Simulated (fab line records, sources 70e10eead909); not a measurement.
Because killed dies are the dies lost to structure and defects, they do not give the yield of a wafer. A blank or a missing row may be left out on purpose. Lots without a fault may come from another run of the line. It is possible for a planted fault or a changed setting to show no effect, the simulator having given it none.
Chamber matching || flow nand harc || NHARC_A_CHANNEL_FILL_D2_ALD_16 on ald hk-01 has 4 sister chambers
The step deposits SiO2, target thk 1.5 nm, pulse time 10 s, ald cycles 15. 4 wafers are shown with their chamber, then 9 later ones without.

WAFERS, EACH WITH ITS CHAMBER
{"wafer": "L094.5", "chamber": 1, "heater power w (W)": 523}
{"wafer": "L097.2", "chamber": 3, "heater power w (W)": 425}
{"wafer": "L097.3", "chamber": 2, "heater power w (W)": 473}
{"wafer": "L097.4", "chamber": 0, "heater power w (W)": 467}

WAFERS MISSING THEIR CHAMBER
{"wafer": "L097.1", "heater power w (W)": 514}
{"wafer": "L097.5", "heater power w (W)": 462}
{"wafer": "L097.6", "heater power w (W)": 531}
{"wafer": "L096.1", "heater power w (W)": 463}
{"wafer": "L096.2", "heater power w (W)": 522}
{"wafer": "L096.3", "heater power w (W)": 456}
{"wafer": "L096.4", "heater power w (W)": 434}
{"wafer": "L096.5", "heater power w (W)": 517}
{"wafer": "L096.6", "heater power w (W)": 467}

WHICH CHAMBER EACH ONE RAN IN
{"wafer": "L097.1", "from the rows above": 1, "in truth": 1}
{"wafer": "L097.5", "from the rows above": "can't be placed: 0 or 2", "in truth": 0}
{"wafer": "L097.6", "from the rows above": 1, "in truth": 1}
{"wafer": "L096.1", "from the rows above": "can't be placed: 0 or 2", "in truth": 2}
{"wafer": "L096.2", "from the rows above": 1, "in truth": 1}
{"wafer": "L096.3", "from the rows above": "can't be placed: 0 or 2", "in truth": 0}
{"wafer": "L096.4", "from the rows above": 3, "in truth": 3}
{"wafer": "L096.5", "from the rows above": 1, "in truth": 1}
{"wafer": "L096.6", "from the rows above": "can't be placed: 0 or 2", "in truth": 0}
Placed correctly: 5 of 9. Can't be placed from these rows: 4 (the true chamber is among the candidates in 4). Number placed wrongly: 0.
How it was worked out, from the rows above alone: a wafer's distance from a chamber is the root of the sum, over the readings, of the square of ((its reading less the chamber's mean) divided by the reading's scatter). If the next closest chamber is less than 2 further off than the closest, the wafer can't be placed; otherwise it belongs to the closest. Each chamber's mean is taken over the wafers shown for it. The scatter: root of mean squared gap, hidden wafer to nearest shown wafer, with one shown wafer a chamber.
